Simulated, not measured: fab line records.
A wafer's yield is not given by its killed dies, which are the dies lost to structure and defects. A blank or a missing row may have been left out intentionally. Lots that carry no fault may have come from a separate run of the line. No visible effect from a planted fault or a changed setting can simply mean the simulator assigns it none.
Matching of chambers / flow n5Finfet / N5_FIN_CUT_CUT_ETCH_15 on rieSi-04 has 4 sister chambers
The step etches Si in HBr/Cl2/O2, target depth 100 nm, bt time 10 s, time 42.4 s. 4 wafers are shown with their chamber, then 8 later ones without.

## WAFERS PAIRED WITH THEIR CHAMBERS
wafer=L086.3; chamber=1; throttleValvePct (%)=37.1
wafer=L087.1; chamber=0; throttleValvePct (%)=37.1
wafer=L087.3; chamber=3; throttleValvePct (%)=37.1
wafer=L094.1; chamber=2; throttleValvePct (%)=36.8

## WAFERS MISSING THEIR CHAMBER
wafer=L094.5; throttleValvePct (%)=37.1
wafer=L094.6; throttleValvePct (%)=36.8
wafer=L095.1; throttleValvePct (%)=37.1
wafer=L095.2; throttleValvePct (%)=36.8
wafer=L095.3; throttleValvePct (%)=37.2
wafer=L095.4; throttleValvePct (%)=37.1
wafer=L095.5; throttleValvePct (%)=37.1
wafer=L095.6; throttleValvePct (%)=36.8

## WHICH CHAMBER EACH ONE RAN IN
wafer=L094.5; from the rows above=can't be placed: 0 or 1 or 3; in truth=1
wafer=L094.6; from the rows above=2; in truth=2
wafer=L095.1; from the rows above=can't be placed: 0 or 1 or 3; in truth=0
wafer=L095.2; from the rows above=2; in truth=2
wafer=L095.3; from the rows above=can't be placed: 0 or 1 or 3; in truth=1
wafer=L095.4; from the rows above=can't be placed: 0 or 1 or 3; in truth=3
wafer=L095.5; from the rows above=can't be placed: 0 or 1 or 3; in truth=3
wafer=L095.6; from the rows above=2; in truth=2
Placed correctly: 3 of 8. Unplaceable from these rows: 5, with the true chamber sitting among the candidates in 5. Number placed wrongly: 0.
How it was worked out, from the rows above alone: a wafer's distance from a chamber is the root of the sum, over the readings, of the square of ((its reading less the chamber's mean) divided by the reading's scatter). If the next closest chamber is less than 2 further off than the closest, the wafer can't be placed; otherwise it belongs to the closest. A chamber's mean is the mean of its shown wafers. The scatter: root of mean squared gap, hidden wafer to nearest shown wafer, with one shown wafer a chamber.
